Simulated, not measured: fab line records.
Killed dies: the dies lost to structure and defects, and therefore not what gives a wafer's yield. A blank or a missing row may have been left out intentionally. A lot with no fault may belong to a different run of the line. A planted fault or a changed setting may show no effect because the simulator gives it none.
fab line records + flow nand_harc
record
- lots=12
- wafers=36
- last_day=33
route steps=1302 shown A_CONTACT@1098 A_BLC@1112
lots that met no fault: taken from a fault-free run of the same line
start_h: hours from the record's first day to the start of the lot's first wafer shown + wait_h: hours from the lot's prior step to this one + " unchanged from the row above + L1.1+2: a row that stands for several wafers + - either no value or no given start + * or withheld: withheld + < > ~ a bound
route shown NAME@n: a module of which the file shows steps, and the number in the route of the first + usual: the fault-free wafers' mean and standard deviation + same: alike in all rows + chamber/n: place in a boat + sites: the reading at each site + _std_site: standard deviation of those values + _edge_site: outer sites' mean less inner sites' + radius_mm: for every site, how far away it sits from the centre of the wafer + mask NAME#n: copy n + behind: the most recent tool/chamber to have shaped the wafer + hold: reason for holding the lot/hours on hold/outcome of the hold + device: names the non-switching transistor (n, p or np) + end of line: tests run on the same wafers once the route is complete + a step given without rows: its recipe and nothing more + killed: not the wafer's yield, but the dies lost to structure and defects at the first sort + map: dies across one wafer; x = killed, . = not, _ = none there
set.NAME: the run value of the setting; set.NAME@STEP: its run value at that earlier step + model.NAME: the simulator's own value behind a step, which no gauge read
route steps across a sampled set of lots; one table per step, one row per wafer
services: a tool's chamber out of use, with start hour (start_h, from the record's first day; less than 0 if before it), hours out, and reason
## steps
# step NHARC_A_CONTACT_ETCH_110
# recipe
- target_depth_a=600
- overetch_a=60
- time_s=33
- ion_energy_ev=100
- cf4_flow_sccm=80
- o2_flow_sccm=20
- ar_flow_sccm=0
- rf_w=300
- bias_w=100
- chemistry=CF4/O2
# usual
- drypump_motor_current_A=5.5/0.36
- oes_product_au=1.003/0.0094
- rf_vpp_V=198.2/1.2
- showerhead_plenum_p_Torr=1.36/0.039
- throttle_valve_pct=13.397/0.0086
| lot.wafer | tool        | chamber | start_h | wait_h | drypump_motor_current_A | oes_product_au | rf_hours_counter_h | rf_vpp_V | showerhead_plenum_p_Torr | throttle_valve_pct |
|-----------|-------------|---------|---------|--------|-------------------------|----------------|--------------------|----------|--------------------------|--------------------|
| L800.1    | rie_diel-04 | 2       | 527.01  | 0.1    | 5.2                     | 1.023          | 29                 | 198.8    | 1.38                     | 13.379             |
| L800.4    | "           | 0       | "       | "      | 5.4                     | 1.017          | 28                 | 199.9    | 1.39                     | 13.390             |
| L800.6    | "           | 2       | "       | "      | 5.2                     | 1.010          | -                  | 199.7    | 1.38                     | 13.394             |
| L804.3    | rie_diel-11 | 0       | 580.54  | 0.1    | 6.2                     | 0.995          | 41                 | 199.3    | 1.41                     | 13.385             |
| L804.4    | "           | 1       | "       | "      | 6.1                     | 1.005          | 45                 | 199.5    | 1.44                     | 13.391             |
| L804.5    | "           | 2       | "       | "      | 5.5                     | 0.992          | -                  | 200.3    | 1.42                     | 13.404             |
| L805.3    | rie_diel-04 | 1       | 600.92  | 0.1    | 5.4                     | 0.999          | 7                  | 195.6    | 1.33                     | 13.403             |
| L805.2    | "           | 3       | "       | "      | 5.3                     | 1.024          | 10                 | 198.2    | 1.36                     | 13.388             |
| L805.5    | "           | 1       | "       | "      | 5.4                     | 1.000          | -                  | 197.2    | 1.33                     | 13.381             |
| L809.3    | rie_diel-04 | 1       | 609.62  | 0.1    | 5.4                     | 1.007          | 10                 | 196.4    | 1.33                     | 13.398             |
| L809.1    | "           | 0       | "       | "      | 5.4                     | 0.995          | 10                 | 198.7    | 1.39                     | 13.384             |
| L809.6    | "           | 1       | "       | "      | 5.4                     | 1.000          | -                  | 198.6    | 1.33                     | 13.399             |
| L808.4    | rie_diel-06 | 0       | 611.70  | 0.1    | 6.1                     | 0.980          | 38                 | 197.6    | 1.34                     | 13.394             |
| L808.1    | "           | 1       | "       | "      | 6.2                     | 0.982          | 37                 | 197.8    | 1.30                     | 13.392             |
| L808.6    | "           | 2       | "       | "      | 5.0                     | 0.993          | -                  | 195.7    | 1.32                     | 13.401             |
| L810.3    | rie_diel-04 | 3       | 616.21  | 0.1    | 5.3                     | 0.994          | 14                 | 198.2    | 1.36                     | 13.395             |
| L810.4    | "           | 2       | "       | "      | 5.2                     | 1.007          | 13                 | 198.8    | 1.38                     | 13.401             |
| L810.5    | "           | 3       | "       | "      | 5.3                     | 1.010          | -                  | 198.0    | 1.36                     | 13.389             |
| L807.2    | rie_diel-06 | 0       | 619.73  | 0.1    | 6.0                     | 0.989          | 39                 | 198.2    | 1.34                     | 13.408             |
| L807.5    | "           | 0       | "       | "      | 6.0                     | 0.986          | -                  | 197.2    | 1.34                     | 13.400             |
| L807.6    | "           | 1       | "       | "      | 6.2                     | 0.992          | -                  | 197.7    | 1.30                     | 13.393             |
| L814.2    | rie_diel-04 | 0       | 657.10  | 0.1    | 5.4                     | 0.999          | 21                 | 198.4    | 1.38                     | 13.404             |
| L814.1    | "           | 1       | "       | "      | 5.4                     | 1.013          | 22                 | 198.6    | 1.33                     | 13.389             |
| L814.5    | "           | 1       | "       | "      | 5.4                     | 0.997          | -                  | 196.9    | 1.33                     | 13.396             |
| L819.1    | rie_diel-04 | 0       | 703.77  | 0.1    | 5.5                     | 1.020          | 30                 | 198.5    | 1.38                     | 13.408             |
| L819.4    | "           | 1       | "       | "      | 5.4                     | 1.009          | 32                 | 197.0    | 1.32                     | 13.393             |
| L819.5    | "           | 0       | "       | "      | 5.4                     | 1.007          | -                  | 198.7    | 1.38                     | 13.398             |
| L820.1    | rie_diel-11 | 0       | 729.30  | 0.1    | 6.2                     | 1.001          | 34                 | 199.6    | 1.40                     | 13.385             |
| L820.4    | "           | 1       | "       | "      | 6.1                     | 1.002          | 31                 | 200.4    | 1.43                     | 13.393             |
| L820.5    | "           | 2       | "       | "      | 5.4                     | 1.009          | -                  | 198.5    | 1.41                     | 13.389             |
| L821.1    | rie_diel-04 | 0       | 731.72  | 0.1    | 5.4                     | 1.010          | 3                  | 198.4    | 1.38                     | 13.386             |
| L821.6    | "           | 2       | "       | "      | 5.2                     | 0.996          | -                  | 199.7    | 1.38                     | 13.418             |
| L821.5    | "           | 3       | "       | "      | 5.3                     | 1.001          | -                  | 199.5    | 1.35                     | 13.407             |
| L822.3    | rie_diel-04 | 3       | 746.76  | 0.1    | 5.3                     | 1.011          | 6                  | 199.1    | 1.35                     | 13.391             |
| L822.4    | "           | 0       | "       | "      | 5.4                     | 1.013          | 6                  | 199.9    | 1.38                     | 13.383             |
| L822.1    | "           | 1       | "       | "      | 5.4                     | 1.001          | 5                  | 198.9    | 1.32                     | 13.409             |
# step NHARC_A_CONTACT_STRIP_26
# recipe
- o2_flow_sccm=500
- ar_flow_sccm=0
- bias_w=0
- chemistry=O2
# usual
- drypump_motor_current_A=5.6/0.37
- oes_product_au=1.001/0.01
- rf_vpp_V=57.9/0.87
- showerhead_plenum_p_Torr=3.59/0.097
- throttle_valve_pct=17.035/0.0091
| lot.wafer | tool        | chamber | start_h | wait_h | drypump_motor_current_A | oes_product_au | rf_hours_counter_h | rf_vpp_V | showerhead_plenum_p_Torr | throttle_valve_pct |
|-----------|-------------|---------|---------|--------|-------------------------|----------------|--------------------|----------|--------------------------|--------------------|
| L800.1    | rie_diel-04 | 3       | -       | -      | 5.3                     | 1.012          | 27                 | 58.4     | 3.59                     | 17.028             |
| L800.4    | "           | 0       | "       | "      | 5.4                     | 1.008          | 28                 | 58.8     | 3.66                     | 17.029             |
| L800.6    | "           | 2       | "       | "      | 5.2                     | 1.011          | -                  | 59.5     | 3.65                     | 17.038             |
| L804.3    | rie_diel-11 | 2       | -       | -      | 5.5                     | 0.997          | 41                 | 58.8     | 3.75                     | 17.034             |
| L804.4    | "           | 0       | "       | "      | 6.3                     | 0.991          | 41                 | 58.9     | 3.71                     | 17.037             |
| L804.5    | "           | 2       | "       | "      | 5.5                     | 0.996          | -                  | 57.4     | 3.75                     | 17.033             |
| L805.2    | rie_diel-04 | 0       | -       | -      | 5.4                     | 1.000          | 8                  | 58.3     | 3.66                     | 17.047             |
| L805.3    | "           | 1       | "       | "      | 5.4                     | 1.006          | 7                  | 58.9     | 3.51                     | 17.055             |
| L805.5    | "           | 0       | "       | "      | 5.4                     | 1.008          | -                  | 58.2     | 3.66                     | 17.030             |
| L809.3    | rie_diel-04 | 1       | -       | -      | 5.4                     | 1.000          | 10                 | 57.5     | 3.51                     | 17.036             |
| L809.1    | "           | 2       | "       | "      | 5.2                     | 1.009          | 12                 | 58.8     | 3.65                     | 17.038             |
| L809.6    | "           | 3       | "       | "      | 5.3                     | 0.996          | -                  | 57.8     | 3.58                     | 17.046             |
| L808.1    | rie_diel-06 | 1       | -       | -      | 6.2                     | 0.990          | 37                 | 57.5     | 3.44                     | 17.038             |
| L808.4    | "           | 3       | "       | "      | 6.0                     | 1.005          | 47                 | 58.1     | 3.46                     | 17.033             |
| L808.6    | "           | 0       | "       | "      | 6.0                     | 0.986          | -                  | 58.6     | 3.53                     | 17.023             |
| L810.4    | rie_diel-04 | 0       | -       | -      | 5.4                     | 0.992          | 12                 | 57.9     | 3.66                     | 17.032             |
| L810.3    | "           | 3       | "       | "      | 5.3                     | 1.002          | 14                 | 57.8     | 3.58                     | 17.049             |
| L810.5    | "           | 0       | "       | "      | 5.4                     | 1.010          | -                  | 59.5     | 3.66                     | 17.035             |
| L807.2    | rie_diel-06 | 0       | -       | -      | 6.0                     | 0.992          | 39                 | 58.5     | 3.53                     | 17.033             |
| L807.5    | "           | 0       | "       | "      | 6.0                     | 0.981          | -                  | 58.8     | 3.53                     | 17.034             |
| L807.6    | "           | 1       | "       | "      | 6.2                     | 0.986          | -                  | 58.8     | 3.44                     | 17.044             |
| L814.2    | rie_diel-04 | 3       | -       | -      | 5.3                     | 0.996          | 24                 | 56.9     | 3.58                     | 17.039             |
| L814.1    | "           | 2       | "       | "      | 5.2                     | 1.006          | 24                 | 57.9     | 3.64                     | 17.024             |
| L814.5    | "           | 3       | "       | "      | 5.3                     | 0.996          | -                  | 56.2     | 3.58                     | 17.024             |
| L819.4    | rie_diel-04 | 2       | -       | -      | 5.2                     | 1.002          | 33                 | 57.3     | 3.63                     | 17.044             |
| L819.1    | "           | 1       | "       | "      | 5.4                     | 1.016          | 32                 | 58.4     | 3.50                     | 17.039             |
| L819.5    | "           | 2       | "       | "      | 5.2                     | 1.020          | -                  | 57.7     | 3.63                     | 17.026             |
| L820.4    | rie_diel-11 | 1       | -       | -      | 6.2                     | 1.001          | 31                 | 57.6     | 3.76                     | 17.023             |
| L820.1    | "           | 0       | "       | "      | 6.2                     | 1.004          | 34                 | 57.5     | 3.68                     | 17.037             |
| L820.5    | "           | 1       | "       | "      | 6.2                     | 1.000          | -                  | 57.7     | 3.76                     | 17.032             |
| L821.1    | rie_diel-04 | 3       | -       | -      | 5.3                     | 1.004          | 2                  | 57.2     | 3.57                     | 17.021             |
| L821.5    | "           | 0       | "       | "      | 5.4                     | 1.018          | -                  | 59.3     | 3.64                     | 17.040             |
| L821.6    | "           | 1       | "       | "      | 5.4                     | 1.002          | -                  | 59.0     | 3.50                     | 17.028             |
| L822.1    | rie_diel-04 | 3       | -       | -      | 5.3                     | 1.011          | 6                  | 58.4     | 3.57                     | 17.048             |
| L822.3    | "           | 0       | "       | "      | 5.4                     | 1.017          | 6                  | 58.9     | 3.64                     | 17.038             |
| L822.4    | "           | 1       | "       | "      | 5.4                     | 1.023          | 5                  | 56.5     | 3.50                     | 17.029             |
# step NHARC_A_BLC_SOFTBAKE_05
# recipe
- temp_c=105
- time_s=55
# usual
- heater_power_total_W=188.45/0.13
| lot.wafer | tool           | chamber | start_h | wait_h | heater_power_total_W |
|-----------|----------------|---------|---------|--------|----------------------|
| L800.1    | litho_track-01 | 0       | 529     | -      | 188.42               |
| L800.4    | "              | 0       | "       | "      | 188.45               |
| L800.6    | "              | 0       | "       | "      | 188.33               |
| L804.3    | litho_track-04 | 0       | 582     | -      | 188.71               |
| L804.4    | "              | 0       | "       | "      | 188.24               |
| L804.5    | "              | 0       | "       | "      | 188.43               |
| L805.2    | litho_track-04 | 0       | 603     | -      | 188.38               |
| L805.3    | "              | 0       | "       | "      | 188.43               |
| L805.5    | "              | 0       | "       | "      | 188.48               |
| L809.1    | litho_track-06 | 0       | 611     | -      | 188.31               |
| L809.3    | "              | 0       | "       | "      | 188.44               |
| L809.6    | "              | 0       | "       | "      | 188.38               |
| L808.1    | litho_track-06 | 0       | 613     | -      | 188.54               |
| L808.4    | "              | 0       | "       | "      | 188.35               |
| L808.6    | "              | 0       | "       | "      | 188.60               |
| L810.3    | litho_track-06 | 0       | 618     | -      | 188.41               |
| L810.4    | "              | 0       | "       | "      | 188.68               |
| L810.5    | "              | 0       | "       | "      | 188.43               |
| L807.2    | litho_track-01 | 0       | 621     | -      | 188.38               |
| L807.5    | "              | 0       | "       | "      | 188.27               |
| L807.6    | "              | 0       | "       | "      | 188.56               |
| L814.1    | litho_track-01 | 0       | 659     | -      | 188.31               |
| L814.2    | "              | 0       | "       | "      | 188.36               |
| L814.5    | "              | 0       | "       | "      | 188.51               |
| L819.1    | litho_track-01 | 0       | 705     | -      | 188.56               |
| L819.4    | "              | 0       | "       | "      | 188.40               |
| L819.5    | "              | 0       | "       | "      | 188.36               |
| L820.1    | litho_track-01 | 0       | 731     | -      | 231.78               |
| L820.4    | "              | 0       | "       | "      | 231.88               |
| L820.5    | "              | 0       | "       | "      | 231.92               |
| L821.1    | litho_track-01 | 0       | 733     | -      | 231.83               |
| L821.5    | "              | 0       | "       | "      | 231.79               |
| L821.6    | "              | 0       | "       | "      | 231.71               |
| L822.1    | litho_track-06 | 0       | 748     | -      | 188.40               |
| L822.3    | "              | 0       | "       | "      | 188.31               |
| L822.4    | "              | 0       | "       | "      | 188.36               |
# step NHARC_A_BLC_DESCUM_15
# recipe
- time_s=3
- o2_flow_sccm=200
- ar_flow_sccm=0
- bias_power_w=0
- chemistry=O2
# usual
- drypump_motor_current_A=5.8/0.39
- oes_product_au=0.998/0.01
- rf_vpp_V=57.8/0.83
- showerhead_plenum_p_Torr=1.91/0.1
- throttle_valve_pct=11.312/0.0089
| lot.wafer | tool        | chamber | start_h | wait_h | drypump_motor_current_A | oes_product_au | rf_hours_counter_h | rf_vpp_V | showerhead_plenum_p_Torr | throttle_valve_pct |
|-----------|-------------|---------|---------|--------|-------------------------|----------------|--------------------|----------|--------------------------|--------------------|
| L800.1    | rie_diel-12 | 1       | 529.87  | 0.1    | 5.8                     | 1.031          | 6                  | 58.0     | 1.99                     | 11.333             |
| L800.4    | "           | 2       | "       | "      | 5.9                     | 1.005          | 7                  | 57.7     | 2.03                     | 11.305             |
| L800.6    | "           | 2       | "       | "      | 5.9                     | 1.009          | -                  | 58.7     | 2.03                     | 11.310             |
| L804.4    | rie_diel-13 | 0       | 583.43  | 0.1    | 6.2                     | 0.993          | 3                  | 58.1     | 2.06                     | 11.313             |
| L804.3    | "           | 2       | "       | "      | 5.0                     | 0.990          | 3                  | 58.0     | 1.82                     | 11.313             |
| L804.5    | "           | 3       | "       | "      | 5.4                     | 1.006          | -                  | 57.8     | 1.86                     | 11.318             |
| L805.2    | rie_diel-13 | 2       | 603.75  | 0.1    | 5.0                     | 0.980          | 4                  | 57.6     | 1.82                     | 11.308             |
| L805.3    | "           | 3       | "       | "      | 5.4                     | 0.993          | 4                  | 57.6     | 1.86                     | 11.304             |
| L805.5    | "           | 1       | "       | "      | 5.6                     | 0.991          | -                  | 58.2     | 1.77                     | 11.307             |
| L809.3    | rie_diel-12 | 2       | 612.45  | 0.1    | 5.9                     | 0.994          | 14                 | 57.7     | 2.02                     | 11.316             |
| L809.1    | "           | 1       | "       | "      | 5.8                     | 1.002          | 13                 | 57.2     | 1.99                     | 11.313             |
| L809.6    | "           | 2       | "       | "      | 5.9                     | 0.996          | -                  | 59.4     | 2.02                     | 11.321             |
| L808.4    | rie_diel-12 | 1       | 614.54  | 0.1    | 5.8                     | 1.014          | 13                 | 58.0     | 1.99                     | 11.318             |
| L808.1    | "           | 2       | "       | "      | 5.9                     | 0.999          | 14                 | 57.1     | 2.02                     | 11.315             |
| L808.6    | "           | 3       | "       | "      | 6.1                     | 1.010          | -                  | 56.8     | 1.81                     | 11.307             |
| L810.3    | rie_diel-13 | 3       | 618.92  | 0.1    | 5.4                     | 1.003          | 5                  | 57.0     | 1.86                     | 11.308             |
| L810.4    | "           | 2       | "       | "      | 5.0                     | 0.981          | 6                  | 57.3     | 1.82                     | 11.322             |
| L810.5    | "           | 3       | "       | "      | 5.4                     | 0.995          | -                  | 57.3     | 1.86                     | 11.307             |
| L807.2    | rie_diel-13 | 2       | 622.59  | 0.1    | 5.0                     | 0.984          | 7                  | 56.9     | 1.82                     | 11.308             |
| L807.5    | "           | 0       | "       | "      | 6.3                     | 0.992          | -                  | 59.2     | 2.05                     | 11.325             |
| L807.6    | "           | 1       | "       | "      | 5.6                     | 0.989          | -                  | 57.8     | 1.77                     | 11.320             |
| L814.2    | rie_diel-12 | 0       | 659.82  | 0.1    | 6.1                     | 1.013          | 3                  | 57.9     | 1.97                     | 11.304             |
| L814.1    | "           | 1       | "       | "      | 5.9                     | 1.005          | 2                  | 57.5     | 1.99                     | 11.315             |
| L814.5    | "           | 0       | "       | "      | 6.0                     | 0.991          | -                  | 59.4     | 1.97                     | 11.301             |
| L819.1    | rie_diel-12 | 2       | 706.60  | 0.1    | 5.9                     | 1.000          | 6                  | 56.4     | 2.02                     | 11.319             |
| L819.4    | "           | 3       | "       | "      | 6.1                     | 0.996          | 5                  | 58.1     | 1.81                     | 11.313             |
| L819.5    | "           | 3       | "       | "      | 6.1                     | 1.000          | -                  | 57.9     | 1.81                     | 11.320             |
| L820.4    | rie_diel-12 | 0       | 732.01  | 0.1    | 6.0                     | 1.004          | 9                  | 58.0     | 1.97                     | 11.314             |
| L820.1    | "           | 1       | "       | "      | 5.8                     | 0.989          | 9                  | 57.2     | 1.99                     | 11.308             |
| L820.5    | "           | 2       | "       | "      | 5.8                     | 1.016          | -                  | 57.8     | 2.02                     | 11.325             |
| L821.1    | rie_diel-13 | 3       | 734.57  | 0.1    | 5.4                     | 1.002          | 1                  | 58.7     | 1.86                     | 11.307             |
| L821.5    | "           | 1       | "       | "      | 5.6                     | 0.997          | -                  | 56.4     | 1.77                     | 11.311             |
| L821.6    | "           | 2       | "       | "      | 5.0                     | 0.994          | -                  | 56.4     | 1.82                     | 11.326             |
| L822.4    | rie_diel-13 | 3       | 749.46  | 0.1    | 5.4                     | 1.006          | 2                  | 57.2     | 1.86                     | 11.303             |
| L822.1    | "           | 0       | "       | "      | 6.2                     | 1.004          | 2                  | 58.6     | 2.05                     | 11.317             |
| L822.3    | "           | 1       | "       | "      | 5.6                     | 1.010          | 3                  | 58.2     | 1.77                     | 11.312             |
## services
| tool           | chamber | start_h | hours | kind   |
|----------------|---------|---------|-------|--------|
| litho_track-01 | -       | 505.00  | 7.0   | pm     |
| rie_diel-13    | -       | 519.00  | 9.0   | pm     |
| rie_diel-11    | -       | 521.51  | 1.2   | repair |
| litho_track-06 | -       | 529.00  | 7.0   | pm     |
| rie_diel-04    | -       | 531.90  | 9.0   | pm     |
| rie_diel-04    | 2       | 545.41  | 3.6   | repair |
| rie_diel-06    | 1       | 570.09  | 5.1   | repair |
| rie_diel-06    | -       | 574.03  | 0.3   | repair |
| rie_diel-12    | -       | 591.26  | 2.0   | repair |
| rie_diel-06    | 0       | 599.61  | 6.3   | repair |
| rie_diel-06    | 1       | 602.26  | 2.7   | repair |
| rie_diel-11    | -       | 610.04  | 9.0   | pm     |
| rie_diel-12    | -       | 622.69  | 9.0   | pm     |
| rie_diel-13    | 0       | 627.45  | 7.4   | repair |
| rie_diel-12    | 3       | 638.22  | 12.7  | repair |
| rie_diel-06    | 1       | 640.38  | 96.4  | repair |
| rie_diel-12    | 2       | 677.50  | 13.9  | repair |
| rie_diel-12    | 1       | 678.13  | 6.6   | repair |
| rie_diel-13    | 1       | 679.26  | 9.6   | repair |
| litho_track-01 | -       | 680.00  | 7.0   | pm     |
| rie_diel-04    | 0       | 681.85  | 8.3   | repair |
| rie_diel-13    | 2       | 688.12  | 7.1   | repair |
| rie_diel-13    | -       | 696.00  | 9.0   | pm     |
| rie_diel-04    | -       | 708.90  | 9.0   | pm     |
## key
first_sign
- step=NHARC_A_BLC_SOFTBAKE_05
- reading=heater_power_total_W
- direction=up
- sigmas=99+
- usual=*
- struck=*
effect none on later readings
met_at NHARC_A_BLC_SOFTBAKE_05
struck_lots L820,L821
tester_left_out L820,L821
not_acting_at NHARC_A_CONTACT_ETCH_110,NHARC_A_CONTACT_STRIP_26,NHARC_A_BLC_DESCUM_15
onset_between 705 731
fault
- kind=process_parameter_drift
- tool=litho_track-01
- chamber=-
- onset_h=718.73
- steps=NHARC_A_BLC_SOFTBAKE_05
- channel=time_s
- offset=*
- shape=step
- end_h=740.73
- acts_in=*
- stated=*
# tester_left_out: of these lots the tester's yield and bins aren't shown, on N5 and GAA mostly nor the transistor test; their killed dies are dies lost to structure and defects alone, not to doping, threshold or leakage, so they don't give the yield
